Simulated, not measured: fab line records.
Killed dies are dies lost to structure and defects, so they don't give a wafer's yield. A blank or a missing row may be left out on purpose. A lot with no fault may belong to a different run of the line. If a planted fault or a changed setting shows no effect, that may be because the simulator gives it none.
fab line records ; flow nandHarc
[record] lots = 12; wafers = 36; lastDay = 25
route steps=1159 shown A_WL_FILL@834 A_CONTACT@856 END@1159
lots untouched by any fault: they come from a run of this same line in which no faults occurred
startH: start of the lot's first displayed wafer, in hours after the record's first day ; waitH: how many hours have passed since the lot's step before this one ; " unchanged from the row above ; L1.1+2: a row that stands for several wafers ; - no value, or no start given ; * or withheld: withheld ; < > ~ a bound
route shown NAME@n: a module of which the file shows steps, and the number in the route of the first ; usual: the fault-free wafers' mean and standard deviation ; same: alike in all rows ; chamber/n: place in a boat ; sites: readings site by site ; _std_site: standard deviation across them ; _edge_site: outer sites' mean less inner sites' ; radiusMm: how far each site lies from the wafer's centre ; mask NAME#n: copy n ; behind: the tool/chamber that last shaped the wafer ; hold: reason for holding the lot/hours on hold/outcome of the hold ; device: names the non-switching transistor (n, p or np) ; end of line: tests of these same wafers at the route's end ; for a step that has no rows: nothing shown but its recipe ; killed: dies lost to structure and defects at the first sort, not the wafer's yield ; map: per-die view of a wafer (x killed, . not killed, _ where there is no die)
set.NAME: the setting as run; set.NAME@STEP: as run at that earlier step ; model.NAME: the simulator's own value behind a step, which no gauge read
the route's steps for a sample of lots (tables are steps, rows are wafers)
services: when a tool's chamber went out of use (startH, in hours from the record's first day, below 0 if earlier), for how many hours, and the reason
[[steps]]
[step NHARC_A_WL_FILL_CMP_12]
[recipe] tOverpolishS = 30; targetThkNm = 75
[usual] motorCurrentA = 11.6/1.2; overpolishRunS = 30.000/0.0081; retainingRingPressureFrac = 1.000/0.0051; slurryFilterDpKPa = 13.50/0.13; timeToEndpointS = 15.8/2.1
lot.wafer;tool;chamber;startH;waitH;motorCurrentA;overpolishRunS;retainingRingPressureFrac;slurryFilterDpKPa;timeToEndpointS
L304.3;cmp-02;3;364.70;2.9;10.4;30.001;0.993;13.22;14.4
L304.2;cmp-02;1;364.70;2.9;11.5;30.000;1.005;13.68;18.2
L304.1;cmp-02;2;364.70;2.9;11.8;29.994;1.006;13.46;16.9
L305.2;cmp-03;0;367.65;4.3;9.5;29.996;1.003;13.66;15.3
L305.3;cmp-03;1;367.65;4.3;11.9;30.008;0.999;13.34;12.5
L305.1;cmp-03;2;367.65;4.3;11.7;30.002;1.002;13.46;14.7
L307.3;cmp-03;2;372.22;2.9;11.6;30.008;0.999;13.59;14.0
L307.1;cmp-03;0;372.22;2.9;9.9;29.999;0.996;13.50;14.3
L307.6;cmp-03;3;372.22;2.9;12.1;30.002;1.007;13.55;16.1
L308.3;cmp-02;0;380.33;2.9;12.0;29.995;0.997;13.70;13.8
L308.1;cmp-02;1;380.33;2.9;11.5;30.003;1.005;13.60;17.7
L308.6;cmp-02;2;380.33;2.9;11.8;29.997;1.006;13.46;17.1
L316.4;cmp-02;0;439.03;2.9;12.0;30.001;1.011;13.65;15.4
L316.3;cmp-02;1;439.03;2.9;10.8;30.008;0.998;13.33;16.1
L316.6;cmp-02;2;439.03;2.9;11.7;29.990;1.009;13.44;15.6
L317.4;cmp-03;3;439.17;2.9;11.2;29.991;0.994;13.53;17.9
L317.6;cmp-03;2;439.17;2.9;11.7;29.997;0.995;13.46;16.0
L317.5;cmp-03;3;439.17;2.9;11.7;29.998;1.002;13.24;13.6
L318.4;cmp-02;0;452.53;2.2;12.2;30.000;0.994;13.57;16.4
L318.1;cmp-02;1;452.53;2.2;11.0;30.003;1.007;13.76;18.3
L318.2;cmp-02;2;452.53;2.2;11.5;29.988;0.994;13.54;17.0
L321.4;cmp-03;1;466.19;2.1;11.6;30.005;1.001;13.55;14.4
L321.3;cmp-03;2;466.19;2.1;12.8;30.004;1.000;13.56;14.1
L321.2;cmp-03;3;466.19;2.1;11.9;30.005;1.002;13.30;15.6
L323.2;cmp-04;2;472.40;4.4;13.2;29.984;0.995;13.28;19.0
L323.3;cmp-04;3;472.40;4.4;13.9;30.006;0.996;13.47;16.7
L323.6;cmp-04;1;472.40;4.4;10.6;30.002;1.001;13.45;18.2
L326.4;cmp-04;1;492.05;2.9;11.2;29.997;0.994;13.52;19.4
L326.5;cmp-04;1;492.05;2.9;10.7;30.008;1.007;13.41;17.8
L326.6;cmp-04;2;492.05;2.9;13.0;29.994;1.002;13.65;15.6
L325.4;cmp-04;1;495.69;2.2;11.3;30.004;0.990;13.46;17.3
L325.2;cmp-04;3;495.69;2.2;14.5;30.007;1.000;13.57;12.9
L325.1;cmp-04;0;495.69;2.2;12.7;29.994;0.996;13.62;16.9
L327.2;cmp-04;3;506.62;3.6;14.4;29.994;1.005;13.61;13.2
L327.1;cmp-04;0;506.62;3.6;13.5;30.001;0.998;13.55;14.2
L327.5;cmp-04;2;506.62;3.6;12.3;30.003;0.998;13.65;13.7
[step NHARC_A_CONTACT_INSPECT_44]
[usual] rawDefectCount = 28/15
lot.wafer;tool;chamber;startH;waitH;rawDefectCount
L304.1;defectInspect-01;-;369.15;0.0;15
L304.2;defectInspect-01;-;369.15;0.0;13
L304.3;defectInspect-01;-;369.15;0.0;16
L305.1;defectInspect-01;-;374.87;0.0;40
L305.2;defectInspect-01;-;374.87;0.0;37
L305.3;defectInspect-01;-;374.87;0.0;36
L307.1;defectInspect-01;-;377.12;0.0;18
L307.3;defectInspect-01;-;377.12;0.0;20
L307.6;defectInspect-01;-;377.12;0.0;22
L308.1;defectInspect-01;-;384.82;0.0;37
L308.3;defectInspect-01;-;384.82;0.0;37
L308.6;defectInspect-01;-;384.82;0.0;32
L316.3;defectInspect-02;-;443.11;0.0;32
L316.4;defectInspect-02;-;443.11;0.0;34
L316.6;defectInspect-02;-;443.11;0.0;38
L317.4;defectInspect-01;-;443.82;0.0;12
L317.5;defectInspect-01;-;443.82;0.0;16
L317.6;defectInspect-01;-;443.82;0.0;18
L318.1;defectInspect-01;-;456.95;0.0;16
L318.2;defectInspect-01;-;456.95;0.0;24
L318.4;defectInspect-01;-;456.95;0.0;23
L321.2;defectInspect-02;-;470.53;0.0;18
L321.3;defectInspect-02;-;470.53;0.0;5
L321.4;defectInspect-02;-;470.53;0.0;17
L323.2;defectInspect-02;-;476.61;0.0;10
L323.3;defectInspect-02;-;476.61;0.0;9
L323.6;defectInspect-02;-;476.61;0.0;11
L326.4;defectInspect-01;-;497.27;0.0;6
L326.5;defectInspect-01;-;497.27;0.0;13
L326.6;defectInspect-01;-;497.27;0.0;11
L325.1;defectInspect-02;-;499.96;0.0;65
L325.2;defectInspect-02;-;499.96;0.0;60
L325.4;defectInspect-02;-;499.96;0.0;60
L327.1;defectInspect-02;-;510.88;0.0;18
L327.2;defectInspect-02;-;510.88;0.0;16
L327.5;defectInspect-02;-;510.88;0.0;18
[step NHARC_A_CONTACT_ETCH_49]
[recipe] targetDepthA = 2600; overEtchFrac = 0.3; timeS = 475.3; ionEnergyEv = 200; n2FlowSccm = 150; h2FlowSccm = 150; arFlowSccm = 0; rfW = 400; biasW = 150; chemistry = N2/H2
[usual] drypumpMotorCurrentA = 5.7/0.36; n2FlowSccm = 150.0/0.43; oesProductAu = 0.997/0.011; rfFwdPowerW = 399.1/1.2; rfVppV = 430/3; runLengthS = 496.6/0.43; showerheadPlenumPTorr = 2.04/0.11; throttleValvePct = 14.171/0.0093
lot.wafer;tool;chamber;startH;waitH;drypumpMotorCurrentA;n2FlowSccm;oesProductAu;rfFwdPowerW;rfHoursCounterH;rfVppV;runLengthS;showerheadPlenumPTorr;throttleValvePct
L304.3;rieDiel-03;3;369.39;-;5.2;150.0;0.991;398.4;24;427;496.9;1.88;14.174
L304.1;rieDiel-03;0;369.39;-;5.5;149.7;0.975;402.0;24;430;495.8;2.04;14.163
L304.2;rieDiel-03;2;369.39;-;5.7;149.6;0.990;397.7;26;434;496.6;2.17;14.171
L305.1;rieDiel-03;0;375.11;-;5.6;149.4;0.999;398.4;25;429;496.6;2.04;14.182
L305.3;rieDiel-03;2;375.11;-;5.7;150.3;1.001;397.9;28;435;496.5;2.17;14.172
L305.2;rieDiel-03;3;375.11;-;5.3;150.2;1.012;400.1;26;427;496.8;1.88;14.178
L307.3;rieDiel-03;2;377.36;-;5.7;150.1;0.990;398.1;28;436;496.9;2.17;14.182
L307.1;rieDiel-03;0;377.36;-;5.5;150.5;0.982;397.7;26;431;496.2;2.04;14.188
L307.6;rieDiel-03;2;377.36;-;5.7;150.2;0.992;398.2;-;434;497.1;2.17;14.179
L308.3;rieDiel-03;0;385.10;-;5.5;150.4;1.004;398.8;29;430;495.9;2.04;14.167
L308.1;rieDiel-03;1;385.10;-;6.3;150.0;1.010;399.3;30;426;496.9;1.90;14.168
L308.6;rieDiel-03;3;385.10;-;5.2;149.9;1.020;400.4;-;425;496.8;1.87;14.182
L316.3;rieDiel-13;1;443.38;-;5.8;150.4;0.984;398.4;59;425;496.1;1.88;14.167
L316.4;rieDiel-13;2;443.38;-;5.3;149.5;1.010;399.9;53;433;495.7;2.09;14.173
L316.6;rieDiel-13;1;443.38;-;5.8;150.4;0.981;398.2;-;426;495.9;1.88;14.183
L317.4;rieDiel-03;3;444.11;-;5.3;149.8;1.003;399.5;7;435;496.8;2.22;14.178
L317.6;rieDiel-03;3;444.11;-;5.3;149.2;1.000;399.7;-;436;497.1;2.22;14.170
L317.5;rieDiel-03;0;444.11;-;5.6;149.8;0.990;-;-;431;373.2;2.04;14.174
L318.2;rieDiel-03;0;457.39;-;5.5;149.8;0.992;-;9;431;373.4;2.04;14.178
L318.4;rieDiel-03;2;457.39;-;5.7;149.8;0.996;399.2;9;433;496.5;2.16;14.168
L318.1;rieDiel-03;3;457.39;-;5.2;150.2;1.012;399.1;9;435;496.6;2.22;14.166
L321.4;rieDiel-05;3;470.87;-;5.4;149.3;1.007;396.5;49;432;496.7;2.07;14.166
L321.2;rieDiel-05;0;470.87;-;6.3;150.4;0.994;399.2;49;431;497.0;2.02;14.165
L321.3;rieDiel-05;1;470.87;-;5.6;150.1;1.005;397.8;49;427;497.0;1.92;14.164
L323.2;rieDiel-13;2;476.95;-;5.3;149.5;0.993;399.2;7;431;496.0;2.09;14.163
L323.3;rieDiel-13;0;476.95;-;5.6;149.8;0.998;401.2;6;430;496.9;2.02;14.177
L323.6;rieDiel-13;1;476.95;-;5.8;149.5;0.989;399.2;-;435;496.6;2.22;14.166
L326.4;rieDiel-05;0;497.55;-;6.3;150.4;0.997;401.2;55;431;496.5;2.02;14.152
L326.6;rieDiel-05;3;497.55;-;5.3;150.3;1.017;398.0;-;432;496.8;2.07;14.186
L326.5;rieDiel-05;0;497.55;-;6.3;150.1;1.006;399.5;-;430;497.0;2.02;14.172
L325.2;rieDiel-05;3;500.20;-;5.3;149.7;1.019;399.0;57;432;496.6;2.06;14.156
L325.4;rieDiel-05;0;500.20;-;6.3;150.6;1.000;398.3;57;430;497.1;2.02;14.168
L325.1;rieDiel-05;2;500.20;-;5.7;149.9;1.002;399.5;58;430;497.2;2.06;14.180
L327.2;rieDiel-05;1;511.44;-;5.6;150.5;0.991;399.0;63;428;496.7;1.92;14.178
L327.1;rieDiel-05;3;511.44;-;5.3;149.0;1.019;399.0;62;432;496.3;2.06;14.182
L327.5;rieDiel-05;1;511.44;-;5.6;150.3;0.991;398.1;-;427;496.5;1.92;14.167
[step NHARC_A_CONTACT_ETCH_111]
[recipe] sourceW = withheld; pressureMtorr = 20; biasV = withheld; timeS = 140; targetDepthA = 7000; arFlowSccm = withheld; c4f8FlowSccm = withheld; o2FlowSccm = withheld; chemistry = C4F8/O2/Ar
[usual] runLengthS = 141.5/0.4
lot.wafer;tool;chamber;startH;waitH;rfHoursCounterH;runLengthS
L304.1;harCapEtch-02;1;370.49;-;9;141.2
L304.2;harCapEtch-02;0;370.49;-;9;141.0
L304.3;harCapEtch-02;1;370.49;-;-;141.4
L305.1;harCapEtch-03;1;376.19;-;83;141.9
L305.2;harCapEtch-03;0;376.19;-;83;141.5
L305.3;harCapEtch-03;1;376.19;-;-;142.1
L307.1;harCapEtch-02;0;378.47;-;10;141.1
L307.3;harCapEtch-02;0;378.47;-;-;141.1
L307.6;harCapEtch-02;1;378.47;-;-;141.0
L308.1;harCapEtch-01;0;386.19;-;59;142.0
L308.3;harCapEtch-01;1;386.19;-;-;141.4
L308.6;harCapEtch-01;0;386.19;-;-;141.7
L316.4;harCapEtch-02;1;444.49;-;-;141.3
L316.3;harCapEtch-02;0;444.49;-;-;141.4
L316.6;harCapEtch-02;0;444.49;-;-;141.0
L317.4;harCapEtch-03;1;445.41;-;-;142.5
L317.5;harCapEtch-03;1;445.41;-;-;142.1
L317.6;harCapEtch-03;0;445.41;-;-;141.3
L318.2;harCapEtch-02;1;458.62;-;25;141.1
L318.1;harCapEtch-02;0;458.62;-;25;141.6
L318.4;harCapEtch-02;1;458.62;-;-;141.0
L321.2;harCapEtch-03;1;471.94;-;100;141.9
L321.3;harCapEtch-03;1;471.94;-;-;142.3
L321.4;harCapEtch-03;0;471.94;-;-;141.3
L323.2;harCapEtch-03;0;478.08;-;101;141.5
L323.3;harCapEtch-03;0;478.08;-;-;141.2
L323.6;harCapEtch-03;0;478.08;-;-;141.7
L326.4;harCapEtch-01;1;498.67;-;-;141.3
L326.6;harCapEtch-01;1;498.67;-;-;141.2
L326.5;harCapEtch-01;0;498.67;-;-;141.5
L325.1;harCapEtch-03;0;501.30;-;106;141.3
L325.2;harCapEtch-03;1;501.30;-;106;142.2
L325.4;harCapEtch-03;1;501.30;-;-;142.0
L327.2;harCapEtch-03;1;512.60;-;109;142.0
L327.1;harCapEtch-03;0;512.60;-;109;141.3
L327.5;harCapEtch-03;1;512.60;-;-;142.2
[step NHARC_END_SORT_01]
[recipe] tempC = 25
[usual] killedAtArray = 25/9.2; killedAtOther = 0.9/1.3; killedAtPeriphery = 3.3/2.3; killedDies = 29/9.6; killedOpen = 3.2/1.8; killedShort = 2/1.4
[same] grossDies = 677
lot.wafer;tool;chamber;startH;waitH;killedAtArray;killedAtOther;killedAtPeriphery;killedDies;killedOpen;killedShort
L317.4;prober-01;0;514.67;3.4;20;0;3;23;6;2
L317.5;prober-01;0;515.48;3.7;301;0;1;302;3;3
L317.6;prober-01;0;516.29;4.1;20;0;1;21;3;0
L318.1;prober-02;0;542.04;2.5;24;2;1;27;3;5
L318.2;prober-02;0;542.82;2.8;283;2;1;286;0;2
L318.4;prober-02;0;544.38;3.3;27;5;1;33;4;5
// killed by level:class
L317.4 A_CONTACT:chamberFilmFlake=9 A_STAIRCASE:chamberFilmFlake=3 P_CONTACT:geometricParticle:open=2 A_CONTACT:geometricParticle:open=2 P_M0:geometricParticle:open=1 A_SGD_CUT:geometricParticle:short=1 A_BLC:geometricParticle:short=1 A_M0:geometricParticle:open=1
L317.5 A_CONTACT:areaEtch=280 A_STAIRCASE:chamberFilmFlake=5 A_CHANNEL_HOLE_D1:chamberFilmFlake=4 A_CONTACT:geometricParticle:open=3 A_CONTACT:chamberFilmFlake=3 A_SGD_CUT:chamberFilmFlake=2 A_WL_FILL:chamberFilmFlake=2 P_M0:geometricParticle:short=1
L317.6 A_CONTACT:chamberFilmFlake=7 A_SGD_CUT:chamberFilmFlake=4 A_CHANNEL_HOLE_D1:chamberFilmFlake=3 A_STAIRCASE:chamberFilmFlake=3 P_CONTACT:geometricParticle:open=1 A_ONON_D1:geometricParticle:open=1 A_CHANNEL_FILL_D1:geometricParticle:open=1 A_WL_FILL:chamberFilmFlake=1
L318.1 A_STAIRCASE:chamberFilmFlake=6 A_SLIT:chamberFilmFlake=5 A_CONTACT:chamberFilmFlake=3 A_CONTACT:geometricParticle:short=2 A_CHANNEL_HOLE_D1:chamberFilmFlake=2 THIN_TSV:chamberFilmFlake=2 P_M0:geometricParticle:open=1 A_CHANNEL_FILL_D1:geometricParticle:short=1
L318.2 A_CONTACT:areaEtch=261 A_STAIRCASE:chamberFilmFlake=11 A_CHANNEL_HOLE_D1:chamberFilmFlake=6 A_SLIT:chamberFilmFlake=3 P_CONTACT:geometricParticle:short=1 STARTING-WAFER:geometricParticle:short=1 A_CONTACT:chamberFilmFlake=1 A_M1:chamberFilmFlake=1
L318.4 A_STAIRCASE:chamberFilmFlake=9 A_CHANNEL_HOLE_D1:chamberFilmFlake=5 THIN_TSV:chamberFilmFlake=5 A_WL_FILL:geometricParticle:short=4 A_SLIT:chamberFilmFlake=4 A_ONON_D1:geometricParticle:open=2 P_M0:geometricParticle:open=1 A_M0:geometricParticle:short=1
[[services]]
tool;chamber;startH;hours;kind
cmp-02;-;345.85;1.3;repair
rieDiel-03;0;346.85;-;clean
rieDiel-03;1;346.85;-;clean
rieDiel-03;2;346.85;-;clean
rieDiel-03;3;346.85;-;clean
cmp-02;-;350.80;1.6;repair
cmp-03;-;352.00;4.0;pm
rieDiel-03;0;371.35;-;clean
rieDiel-03;1;371.35;-;clean
rieDiel-03;2;371.35;-;clean
rieDiel-03;3;371.35;-;clean
rieDiel-03;-;392.30;9.0;pm
cmp-02;-;397.79;1.1;repair
cmp-04;-;399.13;4.0;pm
rieDiel-13;2;402.42;2.0;repair
rieDiel-13;-;417.30;0.8;repair
cmp-02;-;422.66;4.0;pm
cmp-02;-;445.32;2.6;repair
cmp-03;-;450.00;4.0;pm
rieDiel-13;-;453.19;9.0;pm
harCapEtch-03;-;496.44;0.7;repair
cmp-03;-;496.76;3.3;repair
cmp-04;-;497.13;4.0;pm
rieDiel-03;0;507.85;12.3;repair
[[key]]
[firstSign] step = NHARC_A_CONTACT_ETCH_49; reading = runLengthS; direction = down; sigmas = 99+; usual = *; struck = *
[effect] step = NHARC_END_SORT_01; reading = killedAtArray; direction = up; sigmas = 29; usual = 25; struck = 292
[moreKillsBornAt] NHARC_A_CONTACT_ETCH_49@rieDiel-03 = 541
metAt NHARC_A_CONTACT_ETCH_49
struckLots L317,L318
struckWafers L317.5,L318.2
testerLeftOut L317,L318
notActingAt NHARC_A_WL_FILL_CMP_12,NHARC_A_CONTACT_INSPECT_44,NHARC_A_CONTACT_ETCH_111
onsetBetween 385.10 444.11
[fault] kind = processParameterDrift; tool = rieDiel-03; chamber = 0; onsetH = 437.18; steps = NHARC_A_CONTACT_ETCH_49; channel = timeS; offset = *; shape = step; endH = 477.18; actsIn = *; stated = *
// testerLeftOut: of these lots the tester's yield and bins aren't shown, on N5 and GAA mostly nor the transistor test; their killed dies are dies lost to structure and defects alone, not to doping, threshold or leakage, so they don't give the yield
